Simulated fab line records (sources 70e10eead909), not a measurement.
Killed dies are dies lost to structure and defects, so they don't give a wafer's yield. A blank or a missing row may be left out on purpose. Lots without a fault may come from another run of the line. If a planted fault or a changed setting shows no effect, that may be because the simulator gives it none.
Chamber matching	flow nand harc	NHARC_A_STAIRCASE_ETCH_444 on rie diel-07: 4 sister chambers
The step etches the open film in C4F8/O2, target depth 20400 nm, time 6800 s. 14 wafers are shown with their chamber, then 7 later ones without.

== WAFERS WITH THEIR CHAMBER ==
wafer	chamber	rf vpp V (V)	oes product au (a.u.)
L081.2	3	804	0.925
L081.1	2	806	0.937
L081.3	1	813	0.930
L081.4	0	808	0.924
L081.5	0	809	0.924
L081.6	3	802	0.919
L085.1	2	807	0.936
L085.2	3	804	0.921
L085.5	1	814	0.924
L088.4	0	809	0.924
L088.2	3	802	0.922
L088.5	0	808	0.925
L087.2	0	810	0.937
L087.3	2	807	0.933

SIGNATURES, as means of the wafers listed above
reading	chamber 0	chamber 1	chamber 2	chamber 3	scatter within a chamber
rf vpp V	808.80	813.50	806.67	803.00	0.893
oes product au	0.92680	0.92700	0.93533	0.92175	0.0042
Rule: a wafer lies at a distance from a chamber equal to the root of the sum of squares, over the readings, of (its reading less the chamber's mean, divided by the reading's scatter). If the next closest chamber is less than 2 further off than the closest, the wafer can't be placed; otherwise it belongs to the closest. The scatter is the square root of a quotient: the sum, over the shown wafers, of each reading's squared deviation from its chamber's mean, divided by wafers minus chambers.

== WAFERS MISSING THEIR CHAMBER ==
wafer	rf vpp V (V)	oes product au (a.u.)
L087.5	807	0.934
L095.1	814	0.918
L095.3	800	0.915
L095.5	802	0.916
L096.2	807	0.965
L096.5	806	0.975
L096.6	813	0.961

== CHAMBER TAKEN BY EACH ==
wafer	from the rows above	in truth
L087.5	2	2
L095.1	1	1
L095.3	3	3
L095.5	3	3
L096.2	2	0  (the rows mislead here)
L096.5	2	2
L096.6	can't be placed: 1 or 2 or 0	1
Placed correctly: 5 of 7. Unplaceable from these rows: 1, with the true chamber sitting among the candidates in 1. 1 placed wrongly.
